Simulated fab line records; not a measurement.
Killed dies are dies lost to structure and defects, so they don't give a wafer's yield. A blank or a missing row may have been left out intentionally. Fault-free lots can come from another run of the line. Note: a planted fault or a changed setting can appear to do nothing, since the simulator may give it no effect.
Which tool did it? + flow n5-finfet + 48 wafers sampled from 16 lots at 1 step of a route of 1938

WHAT THE GAUGES READ, wafer by wafer
N5_BEOL_M4_RC_MEAS_101. Usual: DIBL_N 35.6 mV/V, standard deviation 1.7; DIBL_P 35.0 mV/V, standard deviation 2; IOFF_N 0.148 nA/um, standard deviation 0.027; IOFF_P 0.19 nA/um, standard deviation 0.032; ION_N 671 uA/um, standard deviation 14; ION_P 460 uA/um, standard deviation 9.1; SS_N 71.3 mV/dec, standard deviation 0.62; SS_P 73.0 mV/dec, standard deviation 0.64; VT_N 251 mV, standard deviation 3.2; VT_P -251.5 mV, standard deviation 2.9.
| lot  | measured     | on        | DIBL_N (mV/V)  | DIBL_P (mV/V)  | IOFF_N (nA/um)    | IOFF_P (nA/um) | ION_N (uA/um) | ION_P (uA/um) | SS_N (mV/dec)  | SS_P (mV/dec)  | VT_N (mV)   | VT_P (mV)            | flag |
|------|--------------|-----------|----------------|----------------|-------------------|----------------|---------------|---------------|----------------|----------------|-------------|----------------------|------|
| L074 | day 9 08:05  | prober-02 | 36.1 35.4 35.2 | 37.1 37.2 35.8 | 0.174 0.150 0.148 | 0.20 0.19 0.17 | 701 673 678   | 470 460 464   | 71.1 70.9 71.2 | 73.9 73.9 73.1 | 248 252 251 | -252.5 -249.9 -251.1 |      |
| L076 | day 9 13:21  | prober-01 | 33.6 34.8 35.2 | 31.9 34.4 33.7 | 0.105 0.125 0.122 | 0.15 0.18 0.17 | 636 660 650   | 438 452 452   | 70.7 70.5 70.6 | 72.2 73.2 72.0 | 258 251 254 | -257.1 -251.7 -253.8 |      |
| L077 | day 9 15:12  | prober-01 | 38.2 38.3 37.6 | 38.9 39.4 38.2 | 0.168 0.180 0.164 | 0.20 0.22 0.20 | 692 685 687   | 473 466 465   | 72.1 71.9 71.9 | 73.6 73.4 73.0 | 250 248 249 | -252.7 -253.7 -252.6 |      |
| L080 | day 9 20:11  | prober-01 | 37.5 34.9 35.0 | 37.9 35.3 32.8 | 0.188 0.137 0.124 | 0.22 0.19 0.15 | 657 666 633   | 449 460 436   | 72.2 71.2 71.7 | 73.4 72.9 72.5 | 248 252 254 | -249.2 -252.1 -258.2 |      |
| L081 | day 9 23:37  | prober-02 | 37.1 34.2 34.7 | 36.6 32.5 33.0 | 0.197 0.137 0.146 | 0.23 0.17 0.17 | 695 684 683   | 472 469 461   | 71.7 70.8 71.3 | 73.7 72.0 72.5 | 245 249 249 | -246.6 -251.2 -253.8 |      |
| L082 | day 10 01:23 | prober-02 | 35.7 35.9 35.4 | 34.8 36.2 35.7 | 0.150 0.157 0.155 | 0.21 0.23 0.22 | 679 663 680   | 469 458 465   | 71.5 71.7 71.7 | 72.9 73.0 72.7 | 251 250 249 | -249.0 -249.4 -250.6 |      |
| L078 | day 11 04:55 | prober-01 | 33.9 31.4 32.5 | 34.3 32.1 33.4 | 0.132 0.109 0.121 | 0.17 0.15 0.16 | 655 667 668   | 446 453 458   | 70.6 70.2 70.2 | 72.2 71.5 72.0 | 255 253 252 | -254.2 -253.2 -253.3 |      |
| L084 | day 11 09:05 | prober-01 | 34.4 31.1 35.0 | 36.7 31.3 36.3 | 0.149 0.094 0.163 | 0.25 0.16 0.24 | 679 650 687   | 471 460 472   | 71.1 71.0 71.4 | 74.1 71.8 73.4 | 249 257 248 | -246.7 -249.5 -247.2 |      |
| L086 | day 11 13:08 | prober-02 | 36.1 34.2 33.9 | 36.8 34.5 33.6 | 0.198 0.147 0.139 | 0.24 0.21 0.19 | 690 670 672   | 472 464 457   | 71.4 71.4 71.4 | 74.1 73.5 72.5 | 244 250 249 | -246.3 -245.1 -250.3 |      |
| L087 | day 12 11:49 | prober-01 | 34.1 36.7 35.3 | 32.5 35.3 33.7 | 0.126 0.179 0.135 | 0.17 0.22 0.19 | 673 701 669   | 468 476 463   | 70.2 70.7 70.7 | 72.2 73.4 72.8 | 252 244 251 | -252.6 -248.5 -252.8 |      |
| L088 | day 12 12:55 | prober-02 | 36.1 38.8 38.5 | 33.6 36.7 36.0 | 0.120 0.158 0.165 | 0.15 0.19 0.19 | 658 668 660   | 447 450 447   | 70.7 70.9 72.1 | 72.9 74.1 73.2 | 255 253 252 | -255.7 -254.5 -252.7 |      |
| L090 | day 12 17:50 | prober-02 | 35.9 38.4 35.4 | 36.6 38.6 34.7 | 0.155 0.197 0.136 | 0.21 0.24 0.18 | 679 670 680   | 463 449 463   | 71.0 71.7 70.7 | 73.1 73.7 72.6 | 251 247 254 | -250.7 -249.5 -251.3 |      |
| L092 | day 13 08:40 | prober-01 | 34.2 36.4 36.4 | 33.0 35.6 35.6 | 0.118 0.160 0.148 | 0.15 0.19 0.18 | 657 690 669   | 449 466 454   | 70.2 71.7 70.8 | 72.0 72.1 72.8 | 253 248 253 | -255.5 -253.0 -252.2 |      |
| L091 | day 13 10:35 | prober-02 | 35.0 37.1 35.3 | 32.2 34.9 33.1 | 0.118 0.149 0.121 | 0.14 0.17 0.15 | 656 654 657   | 448 444 449   | 70.8 71.8 71.0 | 72.2 72.8 72.8 | 253 253 255 | -256.9 -253.6 -253.0 |      |
| L094 | day 13 17:14 | prober-02 | 36.7 35.5 40.2 | 35.9 34.2 40.5 | 0.157 0.119 0.222 | 0.22 0.18 0.30 | 692 662 692   | 478 458 475   | 71.1 70.5 72.3 | 72.7 72.3 73.4 | 247 253 247 | -249.6 -251.4 -244.4 |      |
| L096 | day 14 10:01 | prober-01 | 37.0 36.2 34.6 | 37.4 35.8 33.7 | 0.156 0.144 0.120 | 0.22 0.18 0.16 | 677 680 668   | 472 464 462   | 71.3 71.2 69.9 | 73.3 72.3 72.6 | 250 251 254 | -251.2 -253.6 -252.9 |      |

WHAT TOOL EACH LOT RAN ON (gives the tool, then ch and the chambers of the sampled wafers, and finally the start)
Before these readings, the record contains no process step.

AS READ BY THE TOOLS THEMSELVES (means over the sampled wafers that have a number; for cases with no such wafer, the mark the record gives instead)
The record holds no such reading with a usual standard deviation.

THE ANSWER, worked out from the rows above alone
Rule: a lot is off if the mean of its wafers that have a number lies more than 3 standard deviations from the usual mean. A lot without any number at a reading at which 4 lots or more have one is off too. Where the step has rows for the other lots, those lots are counted as sound. The gauges are gone through in route order, then the tools' own readings, and for those a lot's mean is taken as printed above. At the first step where some lot is off, the reading lying furthest off is the one used; lots without a number count as furthest.
No lot is off on any of the readings shown, so nothing can be concluded from this.

WHAT THE SIMULATOR HAD INSERTED
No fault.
